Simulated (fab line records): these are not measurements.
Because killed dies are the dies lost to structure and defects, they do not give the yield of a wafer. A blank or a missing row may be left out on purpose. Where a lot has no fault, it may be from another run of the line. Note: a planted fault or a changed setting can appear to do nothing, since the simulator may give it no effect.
Chamber matching    flow n5_finfet    N5_HKMG_FIN_ETCH_31 on rie_diel-05 has 4 sister chambers
The step etches SiARC in CF4, target depth 45.5 nm, time 75.8 s. 16 wafers are shown with their chamber, then 8 later ones without.

WAFERS PAIRED WITH THEIR CHAMBERS
wafer   chamber  drypump_motor_current_A (A)  showerhead_plenum_p_Torr (Torr)  etch_rf_on_time_s (s)
L080.2  1        6.2                          2.11                             77.7
L080.4  3        5.6                          2.12                             75.2
L080.5  1        6.2                          2.11                             77.2
L079.1  0        5.4                          2.20                             75.0
L079.4  3        5.6                          2.12                             74.7
L079.6  0        5.4                          2.20                             75.3
L086.2  1        6.2                          2.11                             74.7
L086.4  0        5.4                          2.19                             74.2
L086.5  2        5.6                          2.22                             71.8
L091.2  1        6.2                          2.10                             74.9
L091.5  3        5.5                          2.11                             74.9
L091.6  2        5.6                          2.22                             71.6
L094.1  3        5.6                          2.11                             74.9
L094.3  1        6.2                          2.10                             75.3
L094.4  2        5.7                          2.22                             71.5
L095.2  2        5.6                          2.22                             71.9

SIGNATURES, as means of the wafers listed above
reading                   chamber 0  chamber 1  chamber 2  chamber 3  scatter within a chamber
drypump_motor_current_A   5.400      6.200      5.625      5.575      0.0354
showerhead_plenum_p_Torr  2.1967     2.1060     2.2200     2.1150     0.00489
etch_rf_on_time_s         74.833     75.960     71.700     74.925     0.846
Rule: distance of a wafer from a chamber = root of the sum over the readings of ((wafer's reading minus chamber's mean) / reading's scatter) squared. The wafer belongs to the nearest chamber; if the next one is less than 2 further off, it can't be placed. The scatter: the root of (the sum of the squares of (reading less its chamber's mean) over the shown wafers, divided by (wafers less chambers)).

WAFERS MISSING THEIR CHAMBER
wafer   drypump_motor_current_A (A)  showerhead_plenum_p_Torr (Torr)  etch_rf_on_time_s (s)
L095.5  5.4                          2.19                             75.4
L095.6  5.6                          2.11                             75.5
L096.2  6.2                          2.10                             76.4
L096.5  5.6                          2.22                             72.5
L096.6  5.5                          2.11                             76.8
L097.1  5.6                          2.11                             76.2
L097.5  5.3                          2.19                             76.0
L097.6  6.2                          2.10                             75.4

WHICH CHAMBER EACH ONE RAN IN
wafer   from the rows above  in truth
L095.5  0                    0
L095.6  3                    3
L096.2  1                    1
L096.5  2                    2
L096.6  3                    3
L097.1  3                    3
L097.5  0                    0
L097.6  1                    1
Placed correctly: 8 of 8. From these rows, 0 cannot be placed. Number placed wrongly: 0.
